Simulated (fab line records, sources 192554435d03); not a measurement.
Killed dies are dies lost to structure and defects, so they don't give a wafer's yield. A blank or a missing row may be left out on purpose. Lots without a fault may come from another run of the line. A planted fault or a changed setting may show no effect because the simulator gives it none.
fab line records | flow n5_finfet
record lots=10 wafers=30 last_day=20
route steps=1938 shown BEOL_M4@1111 MIM_BOT_ETCH@1868 TV_LITHO@1885 PAD_METAL@1896 PASSIVATION@1936
lots that met no fault: from a run of the same line without faults
start_h: hours from the record's first day to the start of the lot's first wafer shown | wait_h: hours since the lot's step before | " the same as in the row above | L1.1+2: a row that stands for several wafers | - no value, or no start given | * or withheld: withheld | < > ~ a bound
route shown NAME@n: a module of which the file shows steps, and the number in the route of the first | usual: mean/standard deviation of fault-free wafers | same: alike in all rows | chamber/n: place in a boat | sites: the reading at each site | _std_site: their standard deviation | _edge_site: outer sites' mean less inner sites' | radius_mm: how far each site lies from the wafer's centre | mask NAME#n: copy n | behind: the tool/chamber that last shaped the wafer | hold: why the lot was held/for how many hours/how that ended | device: the transistor (n, p or np) that didn't switch | end of line: the same wafers' tests at the end of the route | a step without rows: its recipe alone | killed: dies lost to structure and defects at the first sort, not the wafer's yield | map: a wafer's dies, x killed, . not, _ none there
set.NAME: the setting as run; set.NAME@STEP: as run at that earlier step | model.NAME: the simulator's own value behind a step, which no gauge read
steps of the route over a sample of lots; a table a step, a row a wafer
services: from which hour (start_h, from the record's first day; less than 0 if before it) a tool's chamber was out of use, for how many hours, and why
## steps
# step N5_BEOL_M4_RC_MEAS_101
# usual DIBL_N=36.6/1.1 DIBL_P=36.7/1.5 IOFF_N=0.155/0.019 IOFF_P=0.208/0.025 ION_N=673/8.5 ION_P=462/5.9 SS_N=71.6/0.58 SS_P=73.5/0.51 VT_N=250.7/2.4 VT_P=-251/3
# columns lot.wafer tool chamber start_h wait_h DIBL_N[mV/V] DIBL_P[mV/V] IOFF_N[nA/um] IOFF_P[nA/um] ION_N[uA/um] ION_P[uA/um] SS_N[mV/dec] SS_P[mV/dec] VT_N[mV] VT_P[mV]
L893.2 prober-02 0 244.54 0.2 35.4 35.1 0.154 0.207 667 461 71.7 73.3 249.7 -248
L893.5 " 0 " " 36.8 36.9 0.183 0.242 678 467 72.5 73.5 247.9 -247
L893.6 " 0 " " 36.9 37.4 0.185 0.248 683 468 72.2 73.1 245.7 -248
L901.4 prober-02 0 287.48 0.5 38.2 36.0 0.160 0.211 685 470 71.6 73.7 248.9 -250
L901.5 " 0 " " 39.0 36.8 0.180 0.227 676 462 71.5 73.5 244.7 -250
L901.6 " 0 " " 38.6 36.1 0.167 0.211 676 461 71.5 72.9 250.7 -249
L896.1 prober-02 0 291.17 0.0 36.5 40.1 0.182 0.224 684 466 72.4 74.1 251.6 -251
L896.4 " 0 " " 36.6 39.4 0.177 0.212 683 460 72.4 73.7 252.1 -252
L896.6 " 0 " " 36.7 39.5 0.179 0.219 690 464 72.8 73.8 249.7 -252
L903.2 prober-02 0 306.82 0.2 35.0 35.5 0.156 0.220 674 467 72.4 73.4 250.1 -248
L903.4 " 0 " " 36.7 37.0 0.173 0.237 674 463 72.5 73.5 248.2 -248
L903.6 " 0 " " 35.6 36.5 0.162 0.226 679 466 71.6 72.8 250.3 -247
L902.3 prober-01 0 313.55 0.3 37.1 36.4 0.151 0.197 673 459 71.6 73.1 250.6 -255
L902.4 " 0 " " 35.0 34.6 0.121 0.174 664 458 71.2 72.9 257.0 -254
L902.5 " 0 " " 37.1 36.7 0.147 0.213 664 456 71.8 73.4 253.5 -252
L904.3 prober-02 0 316.95 0.3 36.3 35.8 0.140 0.223 671 470 71.6 73.5 249.9 -248
L904.5 " 0 " " 36.7 36.4 0.144 0.235 676 472 71.4 74.7 253.7 -247
L904.6 " 0 " " 37.9 38.5 0.168 0.263 668 471 72.0 74.8 250.2 -246
L908.3 prober-02 0 325.10 0.3 36.6 36.4 0.154 0.181 683 459 71.6 74.2 249.8 -256
L908.5 " 0 " " 37.0 36.2 0.161 0.184 682 463 71.1 73.7 249.2 -253
L908.6 " 0 " " 36.6 36.0 0.151 0.178 686 460 72.5 73.2 250.2 -253
L907.1 prober-01 0 342.04 0.0 36.6 36.6 0.146 0.185 673 457 70.9 73.4 251.3 -254
L907.2 " 0 " " 37.4 38.0 0.164 0.200 673 457 72.1 73.1 249.9 -254
L907.6 " 0 " " 37.7 38.4 0.167 0.201 683 467 72.1 74.0 250.7 -252
L913.2 prober-02 0 366.56 0.2 36.8 36.1 0.155 0.218 681 469 72.4 73.6 247.5 -249
L913.3 " 0 " " 37.9 37.3 0.179 0.236 696 468 71.5 74.0 247.6 -251
L913.5 " 0 " " 34.4 32.9 0.123 0.166 668 455 71.7 72.3 252.1 -254
L912.1 prober-02 0 372.04 0.0 36.7 37.5 0.168 0.178 679 450 72.5 73.2 250.9 -256
L912.2 " 0 " " 36.7 37.0 0.166 0.170 671 443 71.5 72.9 251.7 -255
L912.4 " 0 " " 36.0 36.0 0.152 0.169 658 443 71.6 73.0 250.1 -256
# step N5_MIM_BOT_ETCH_ETCH_00
# recipe chemistry=Cl2/BCl3 target=TiN target_depth_a=455 ion_energy_ev=150 pressure_mtorr=10 icp_w=1000 bias_w=126 Cl2_flow_sccm=53.25 bcl3_flow_sccm=21.75 Ar_flow_sccm=25
# usual drypump_motor_current_A=5.7/0.52 oes_product_au=0.81/0.077 throttle_valve_pct=21.79/0.19
# columns lot.wafer tool chamber start_h wait_h drypump_motor_current_A oes_product_au rf_hours_counter_h throttle_valve_pct
L893.2 rie_metal-03 0 344.89 0.1 4.9 0.86 10 21.49
L893.5 " 0 " " 4.9 0.87 - 21.47
L893.6 " 1 " " 5.5 0.82 - 22.22
L896.1 rie_metal-01 0 401.38 0.1 6.1 0.82 23 21.72
L896.4 " 1 " " 5.1 0.94 - 21.76
L896.6 " 1 " " 5.2 0.93 - 21.77
L901.4 rie_metal-02 0 402.09 0.1 6.2 0.72 - 21.78
L901.5 " 0 " " 6.2 0.72 - 21.80
L901.6 " 1 " " 6.2 0.75 - 21.71
L903.2 rie_metal-03 0 405.06 0.1 4.8 0.85 14 21.50
L903.4 " 0 " " 4.9 0.84 - 21.50
L903.6 " 0 " " 4.9 0.85 - 21.47
L904.3 rie_metal-01 1 420.26 0.2 5.1 0.92 - 21.78
L904.5 " 1 " " 5.1 0.92 - 21.79
L904.6 " 1 " " 5.1 0.91 - 21.78
L902.3 rie_metal-02 0 423.79 0.1 6.2 0.71 - 21.80
L902.4 " 1 " " 6.2 0.72 - 21.72
L902.5 " 1 " " 6.2 0.72 - 21.74
L908.3 rie_metal-01 1 425.71 0.2 5.2 0.91 - 21.77
L908.5 " 1 " " 5.2 0.90 - 21.79
L908.6 " 1 " " 5.2 0.91 - 21.78
L907.1 rie_metal-01 1 434.09 0.1 5.2 0.90 10 21.78
L907.2 " 0 " " 6.1 0.82 24 21.72
L907.6 " 1 " " 5.1 0.90 - 21.79
L913.2 rie_metal-02 1 454.66 0.1 6.2 0.72 66 21.71
L913.3 " 1 " " 6.2 0.72 - 21.72
L913.5 " 0 " " 6.2 0.69 - 21.81
L912.1 rie_metal-01 1 473.29 0.1 5.1 0.88 13 21.80
L912.2 " 0 " " 6.1 0.81 27 21.74
L912.4 " 1 " " 5.1 0.88 - 21.80
# step N5_PASSIVATION_INSPECT_61
# recipe mode=adi inspect_instrument=macro
# usual raw_defect_count=1.9/1.5
# columns lot.wafer tool chamber start_h wait_h raw_defect_count
L893.2 defect_inspect-01 - 346.20 0.0 3
L893.5 " - " " 2
L893.6 " - " " 2
L896.1 defect_inspect-02 - 403.22 0.0 2
L896.4 " - " " 0
L896.6 " - " " 1
L901.4 defect_inspect-02 - 403.79 0.0 2
L901.5 " - " " 2
L901.6 " - " " 3
L903.2 defect_inspect-02 - 407.54 0.0 0
L903.4 " - " " 2
L903.6 " - " " 6
L904.3 defect_inspect-02 - 422.48 0.0 2
L904.5 " - " " 2
L904.6 " - " " 1
L902.3 defect_inspect-01 - 425.56 0.0 4
L902.4 " - " " 3
L902.5 " - " " 3
L908.3 defect_inspect-01 - 427.24 0.0 0
L908.5 " - " " 0
L908.6 " - " " 3
L907.1 defect_inspect-01 - 436.11 0.0 2
L907.2 " - " " 7
L907.6 " - " " 3
L913.2 defect_inspect-01 - 457.20 0.0 3
L913.3 " - " " 2
L913.5 " - " " 1
L912.1 defect_inspect-02 - 474.47 0.0 5
L912.2 " - " " 1
L912.4 " - " " 2
# step N5_PASSIVATION_DESCUM_12
# recipe chemistry=O2 time_s=7.9 source_power_w=50 bias_power_w=20 pressure_mtorr=20 rf_frequency_hz=2.712e+07 temp_c=40 o2_flow_sccm=225
# usual drypump_motor_current_A=5.6/0.33 oes_product_au=0.80/0.096 rf_vpp_V=242.9/1.6 showerhead_plenum_p_Torr=2.07/0.087 throttle_valve_pct=20.44/0.27
# columns lot.wafer tool chamber start_h wait_h drypump_motor_current_A oes_product_au rf_hours_counter_h rf_vpp_V showerhead_plenum_p_Torr throttle_valve_pct
L893.2 rie_diel-02 3 346.46 0.3 5.1 0.76 151 240.4 1.92 20.39
L893.5 " 3 " " 5.1 0.76 - 240.7 1.92 20.39
L893.6 " 2 " " 6.1 0.73 - 244.6 2.16 20.11
L896.1 rie_diel-02 0 403.26 0.0 5.1 0.69 237 244.5 2.15 20.27
L896.4 " 3 " " 5.2 0.75 - 239.5 1.91 20.43
L896.6 " 2 " " 6.1 0.72 - 245.3 2.16 20.14
L901.4 rie_diel-05 3 403.82 0.0 5.7 0.88 48 242.4 2.13 20.58
L901.5 " 2 " " 5.2 0.70 - 239.7 1.99 21.04
L901.6 " 1 " " 5.3 0.69 - 243.7 2.07 20.40
L903.2 rie_diel-05 3 407.57 0.0 5.7 0.86 49 243.7 2.13 20.55
L903.4 " 1 " " 5.4 0.70 214 242.6 2.07 20.41
L903.6 " 0 " " 5.9 0.86 - 241.3 2.04 20.50
L904.3 rie_diel-02 2 422.55 0.1 6.1 0.71 214 243.2 2.15 20.15
L904.5 " 3 " " 5.1 0.73 - 239.5 1.91 20.43
L904.6 " 2 " " 6.1 0.71 - 244.4 2.15 20.15
L902.3 rie_diel-05 1 425.84 0.3 5.3 0.68 221 242.3 2.07 20.41
L902.4 " 2 " " 5.2 0.70 217 241.5 1.99 21.06
L902.5 " 0 " " 5.9 0.87 - 243.6 2.04 20.49
L908.3 rie_diel-05 2 427.39 0.2 5.2 0.70 217 240.8 1.99 21.06
L908.5 " 2 " " 5.2 0.70 - 241.9 1.99 21.05
L908.6 " 1 " " 5.4 0.68 - 244.4 2.07 20.43
L907.1 rie_diel-05 3 436.40 0.3 5.7 0.85 58 244.4 2.12 20.56
L907.2 " 1 " " 5.4 0.68 225 244.4 2.06 20.43
L907.6 " 2 " " 5.2 0.70 - 240.0 1.99 21.06
L913.2 rie_diel-05 3 457.24 0.0 5.7 0.85 64 244.0 2.12 20.60
L913.3 " 0 " " 5.9 0.85 75 241.0 2.03 20.50
L913.5 " 1 " " 5.3 0.68 - 242.3 2.06 20.44
L912.1 rie_diel-06 1 474.63 0.2 5.6 0.80 102 242.4 2.02 20.56
L912.2 " 3 " " 5.7 0.89 41 242.4 2.03 20.52
L912.4 " 2 " " 6.1 0.85 53 244.1 2.21 20.03
# step N5_PASSIVATION_AL_DEP_21
# recipe material=Al target_thk_a=28000 temp_c=400 time_s=170 power_w=30000 chamber_pressure_pa=0.4 gas=Ar
# usual cathode_dc_power_W=30000/5.3 chamber_pressure_pa=0.4000/0.00074 throttle_valve_pct=30.5/0.78
# columns lot.wafer tool chamber start_h wait_h cathode_dc_power_W chamber_pressure_pa throttle_valve_pct
L893.2 pvd_sputter-02 - 347.25 0.1 29999 0.3986 29.4
L893.5 " - " " 30001 0.3998 29.6
L893.6 " - " " 30001 0.4006 31.5
L896.1 pvd_sputter-02 - 404.41 0.1 - - -
L896.4 " - " " - - -
L896.6 " - " " - - -
L901.4 pvd_sputter-03 - 404.93 0.1 - - -
L901.5 " - " " - - -
L901.6 " - " " - - -
L903.2 pvd_sputter-03 - 408.83 0.1 30002 0.4001 30.6
L903.4 " - " " 30004 0.3995 30.3
L903.6 " - " " 30004 0.3995 30.4
L904.3 pvd_sputter-03 - 423.48 0.1 29999 0.4009 30.0
L904.5 " - " " 29991 0.4008 30.5
L904.6 " - " " 30002 0.4010 30.1
L902.3 pvd_sputter-02 - 426.60 0.1 - - -
L902.4 " - " " - - -
L902.5 " - " " - - -
L908.3 pvd_sputter-03 - 428.46 0.1 30009 0.4004 30.2
L908.5 " - " " 29998 0.4009 30.6
L908.6 " - " " 29999 0.3998 30.0
L907.1 pvd_sputter-01 - 437.30 0.1 29997 0.4001 31.4
L907.2 " - " " 30006 0.4008 31.3
L907.6 " - " " 30001 0.3994 31.4
L913.2 pvd_sputter-02 - 458.78 0.1 30000 0.3985 29.4
L913.3 " - " " 30013 0.3988 30.1
L913.5 " - " " 30004 0.4001 31.4
L912.1 pvd_sputter-03 - 475.53 0.1 29995 0.3997 30.1
L912.2 " - " " 30000 0.3999 30.1
L912.4 " - " " 29995 0.4005 30.2
# step N5_PASSIVATION_PROBE_49
# usual defect_limited_yield=91.2/1.4 killed_at_M0_to_M3=36/11 killed_at_M4_up=14/5.6 killed_at_contacts=12/5.9 killed_at_front_end=38/13 killed_at_other=3.5/2.7 killed_dies=104/17 killed_on_rim=14/3.9 killed_open=68/12 killed_short=34/8.2 sort_bin_5_function=5.1/0.95 sort_bin_6_memory=3.3/0.7 sort_n_pass=1076/17 sort_yield_pct=91.2/1.4
# same gross_dies=1180 killed_at_back_side=0 sort_bin_4_leakage[%]=0 sort_bin_8_speed[%]=0
# columns lot.wafer tool chamber start_h wait_h defect_limited_yield[%] killed_at_M0_to_M3 killed_at_M4_up killed_at_contacts killed_at_front_end killed_at_other killed_dies killed_on_rim killed_open killed_short sort_bin_5_function[%] sort_bin_6_memory[%] sort_n_pass sort_yield_pct[%]
L896.1 prober-02 - 409.92 0.0 0 6 2 0 13 1159 1180 152 12 9 71.7 2.6 0 0
L896.4 prober-02 - 410.07 0.2 0 7 1 3 3 1166 1180 152 11 4 71.6 2.9 0 0
L896.6 prober-02 - 410.17 0.3 0 9 0 1 9 1161 1180 152 15 4 72.7 2.5 0 0
L901.4 prober-01 - 411.01 0.2 0 9 2 2 9 1158 1180 152 11 12 72.9 3.7 0 0
L901.5 prober-01 - 411.06 0.2 0 5 2 4 11 1158 1180 152 13 8 71.3 4.1 0 0
L901.6 prober-01 - 411.11 0.3 0 4 2 1 9 1164 1180 152 8 7 73.7 2.5 0 0
L904.3 prober-02 - 429.64 0.1 92.9 33 11 7 30 3 84 8 57 24 4.0 3.1 1096 92.9
L904.5 prober-02 - 429.74 0.2 92.1 33 24 15 19 2 93 11 68 24 4.7 3.0 1087 92.1
L904.6 prober-02 - 429.79 0.3 93.8 28 12 7 21 5 73 12 48 23 3.9 1.9 1107 93.8
L902.3 prober-01 - 432.05 0.1 0 4 1 1 5 1169 1180 152 6 5 75.0 3.7 0 0
L902.4 prober-01 - 432.10 0.2 0 2 3 0 4 1171 1180 152 8 1 72.5 3.1 0 0
L902.5 prober-01 - 432.15 0.2 0 5 6 0 6 1163 1180 152 13 6 72.6 2.6 0 0
L908.5 prober-01 - 434.67 0.2 91.9 40 10 8 35 2 95 15 62 26 4.4 3.4 1085 91.9
L908.6 prober-01 - 434.72 0.3 89.7 47 21 14 37 3 122 16 87 27 5.5 4.7 1058 89.7
L907.1 prober-01 - 442.89 0.0 90.8 52 29 6 19 2 108 15 68 37 5.3 3.3 1072 90.8
# killed by level:class
L896.1 PASSIVATION:lost_pattern=1155 FIN_SAQP:geometric_particle:open=5 BEOL_M0_SAQP:geometric_particle:short=4 PAD_METAL:area_dep=4 GATE_CUT:geometric_particle:short=3 FIN_SAQP:geometric_particle:short=2 STI_FIN_REVEAL:geometric_particle:open=2 GATE_CUT:geometric_particle:open=1
L896.4 PASSIVATION:lost_pattern=1157 PAD_METAL:area_dep=8 FIN_SAQP:geometric_particle:open=2 BEOL_M3:geometric_particle:open=2 MOL_CONTACT_COAG:geometric_particle:open=2 STI_FIN_REVEAL:geometric_particle:open=1 PASS1_CAP:geometric_particle:short=1 MOL_CONTACT_COAG:geometric_particle:short=1
L896.6 PASSIVATION:lost_pattern=1154 PAD_METAL:area_dep=7 STI_FIN_REVEAL:geometric_particle:open=3 FIN_SAQP:geometric_particle:open=2 BEOL_M0_SAQP:geometric_particle:open=2 BEOL_M2:geometric_particle:open=2 STI_FIN_REVEAL:geometric_particle:short=1 DUMMY_GATE:geometric_particle:open=1
L901.4 PASSIVATION:lost_pattern=1149 PAD_METAL:area_dep=8 BEOL_M0_SAQP:geometric_particle:short=4 FIN_SAQP:geometric_particle:open=2 MOL_CONTACT_COAG:geometric_particle:open=2 BEOL_M1:geometric_particle:short=2 DUMMY_GATE:geometric_particle:short=1 DUMMY_GATE:geometric_particle:open=1
L901.5 PASSIVATION:lost_pattern=1152 PAD_METAL:area_dep=6 STARTING-WAFER:geometric_particle:short=4 FIN_SAQP:geometric_particle:open=3 MOL_CONTACT_COAG:geometric_particle:open=3 BEOL_M0_SAQP:geometric_particle:short=2 FIN_SAQP:geometric_particle:short=1 ILD0:geometric_particle:open=1
L901.6 PASSIVATION:lost_pattern=1157 PAD_METAL:area_dep=7 FIN_SAQP:geometric_particle:short=4 DUMMY_GATE:geometric_particle:open=2 BEOL_M0_SAQP:geometric_particle:short=2 STI_FIN_REVEAL:geometric_particle:open=1 ILD0:geometric_particle:open=1 MOL_CONTACT_COAG:geometric_particle:short=1
L904.3 STI_FIN_REVEAL:geometric_particle:open=9 BEOL_M2:geometric_particle:open=9 BEOL_M0_SAQP:geometric_particle:open=7 MOL_CONTACT_COAG:geometric_particle:open=6 BEOL_M0_SAQP:geometric_particle:short=6 BEOL_M1:geometric_particle:open=6 DUMMY_GATE:geometric_particle:open=4 GATE_CUT:geometric_particle:open=4
L904.5 MOL_CONTACT_COAG:geometric_particle:open=10 BEOL_M5:geometric_particle:open=10 BEOL_M0_SAQP:geometric_particle:open=9 BEOL_M1:geometric_particle:open=7 BEOL_M3:geometric_particle:open=7 GATE_CUT:geometric_particle:short=5 MOL_CONTACT_COAG:geometric_particle:short=5 BEOL_M0_SAQP:geometric_particle:short=5
L904.6 BEOL_M2:geometric_particle:open=7 STI_FIN_REVEAL:geometric_particle:open=6 MOL_CONTACT_COAG:geometric_particle:open=5 BEOL_M4:geometric_particle:open=5 BEOL_M0_SAQP:geometric_particle:open=4 BEOL_M2:geometric_particle:short=4 FIN_SAQP:geometric_particle:open=3 BEOL_M0_SAQP:geometric_particle:short=3
L902.3 PASSIVATION:lost_pattern=1160 PAD_METAL:area_dep=9 FIN_SAQP:geometric_particle:short=2 STI_FIN_REVEAL:geometric_particle:open=2 MOL_CONTACT_COAG:geometric_particle:open=1 BEOL_M0_SAQP:geometric_particle:open=1 BEOL_M5:geometric_particle:short=1 BEOL_M2:geometric_particle:open=1
L902.4 PASSIVATION:lost_pattern=1165 PAD_METAL:area_dep=6 ILD0:geometric_particle:open=2 BEOL_M4:geometric_particle:open=2 STI_FIN_REVEAL:geometric_particle:open=1 DUMMY_GATE:geometric_particle:open=1 BEOL_M2:geometric_particle:open=1 BEOL_M3:geometric_particle:short=1
L902.5 PASSIVATION:lost_pattern=1157 PAD_METAL:area_dep=4 DUMMY_GATE:geometric_particle:open=2 BEOL_M4:geometric_particle:open=2 BEOL_M5:geometric_particle:short=2 MIM_TOP_ETCH:geometric_particle:open=2 STI_FIN_REVEAL:geometric_particle:open=1 GATE_CUT:geometric_particle:open=1
L908.5 BEOL_M2:geometric_particle:open=10 BEOL_M0_SAQP:geometric_particle:open=9 MOL_CONTACT_COAG:geometric_particle:open=8 FIN_SAQP:geometric_particle:short=7 FIN_SAQP:geometric_particle:open=7 BEOL_M1:geometric_particle:open=5 BEOL_M3:geometric_particle:open=5 DUMMY_GATE:geometric_particle:short=4
L908.6 BEOL_M4:geometric_particle:open=13 BEOL_M0_SAQP:geometric_particle:open=11 BEOL_M2:geometric_particle:open=10 BEOL_M1:geometric_particle:open=9 DUMMY_GATE:geometric_particle:open=8 MOL_CONTACT_COAG:geometric_particle:open=8 BEOL_M3:geometric_particle:open=8 MOL_CONTACT_COAG:geometric_particle:short=5
L907.1 BEOL_M0_SAQP:geometric_particle:short=15 BEOL_M4:geometric_particle:open=14 BEOL_M0_SAQP:geometric_particle:open=11 BEOL_M3:geometric_particle:open=10 GATE_CUT:geometric_particle:short=5 BEOL_M1:geometric_particle:open=5 BEOL_M1:geometric_particle:short=5 MOL_CONTACT_COAG:geometric_particle:open=4
## services
# columns tool chamber start_h hours kind
rie_diel-06 3 324.08 - clean
rie_diel-06 3 324.08 - consumable_replace:focus_ring
rie_diel-06 3 324.08 20.3 scheduled_down
rie_diel-06 3 324.08 20.3 vent_cycle
rie_metal-01 1 334.52 - clean
rie_metal-01 1 334.52 17.6 scheduled_down
rie_metal-01 1 334.52 17.6 vent_cycle
pvd_sputter-03 - 347.98 6.3 repair
rie_diel-02 - 356.59 0.6 repair
pvd_sputter-02 - 357.28 0.6 repair
rie_metal-01 0 365.66 2.9 repair
rie_metal-03 - 380.14 2.8 pm
rie_diel-02 1 381.87 25.8 repair
rie_diel-05 - 387.54 2.8 pm
rie_metal-01 0 414.56 19.4 repair
rie_diel-02 1 430.99 5.1 repair
rie_diel-06 3 437.41 5.5 repair
rie_diel-02 0 441.15 - clean
rie_diel-02 0 441.15 - consumable_replace:focus_ring
rie_diel-02 0 441.15 17.1 scheduled_down
rie_diel-02 0 441.15 17.1 vent_cycle
rie_diel-05 2 456.83 7.7 repair
rie_diel-02 2 463.74 6.3 repair
rie_metal-02 - 471.68 5.1 repair
## key
first_sign step=N5_PASSIVATION_AL_DEP_21 reading=tool_record direction=missing
effect step=N5_PASSIVATION_PROBE_49 reading=killed_at_other direction=up sigmas=99+ usual=3.5 struck=1163.2
met_at N5_PASSIVATION_AL_DEP_21
struck_lots L896,L901,L902
later_rows_left_out L896.1,L896.4,L896.6,L901.4,L901.5,L901.6,L902.3,L902.4,L902.5
not_acting_at N5_MIM_BOT_ETCH_ETCH_00,N5_PASSIVATION_INSPECT_61,N5_PASSIVATION_DESCUM_12
onset_between 347.25 404.41
fault kind=skipped_step_whole tool=pvd_sputter-02,pvd_sputter-03 chamber=- onset_h=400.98 steps=N5_PASSIVATION_AL_DEP_21 scope=struck_lots_only
# later_rows_left_out: the simulator's readings of these wafers behind a module that went badly wrong aren't trusted and aren't shown, but for the sort
